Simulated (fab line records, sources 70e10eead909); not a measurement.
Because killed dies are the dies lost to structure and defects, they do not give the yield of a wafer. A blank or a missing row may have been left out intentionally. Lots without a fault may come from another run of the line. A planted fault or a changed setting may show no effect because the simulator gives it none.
Matching of chambers    flow nandHarc    NHARC_A_CONTACT_ETCH_91 on rieDiel-06: 4 sister chambers
The step etches the open film in CH3F/O2, target depth 40 nm, time 85.7 s. 4 wafers are shown with their chamber, then 12 later ones without.

WAFERS, EACH WITH ITS CHAMBER
wafer   chamber  showerheadPlenumPTorr (Torr)
L084.3  3        2.31
L086.1  2        2.63
L086.3  1        2.37
L086.4  0        2.32

WAFERS MISSING THEIR CHAMBER
wafer   showerheadPlenumPTorr (Torr)
L089.1  2.31
L089.2  2.36
L089.6  2.30
L094.3  2.36
L094.4  2.31
L094.5  2.36
L095.1  2.63
L095.2  2.30
L095.4  2.36
L097.2  2.36
L097.5  2.36
L097.6  2.63

CHAMBER TAKEN BY EACH
wafer   from the rows above      in truth
L089.1  can't be placed: 3 or 0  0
L089.2  1                        1
L089.6  can't be placed: 3 or 0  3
L094.3  1                        1
L094.4  can't be placed: 3 or 0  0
L094.5  1                        1
L095.1  2                        2
L095.2  can't be placed: 3 or 0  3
L095.4  1                        1
L097.2  1                        1
L097.5  1                        1
L097.6  2                        2
Placed correctly: 8 of 12. Unplaceable from these rows: 4, with the true chamber sitting among the candidates in 4. Placed wrongly: 0.
How it was worked out, from the rows above alone: a wafer's distance from a chamber is the root of the sum, over the readings, of the square of ((its reading less the chamber's mean) divided by the reading's scatter). The wafer belongs to the nearest chamber; if the next one is less than 2 further off, it can't be placed. For every chamber, the mean is computed from those of its wafers that are shown. The scatter: root of mean squared gap, hidden wafer to nearest shown wafer, with one shown wafer a chamber.
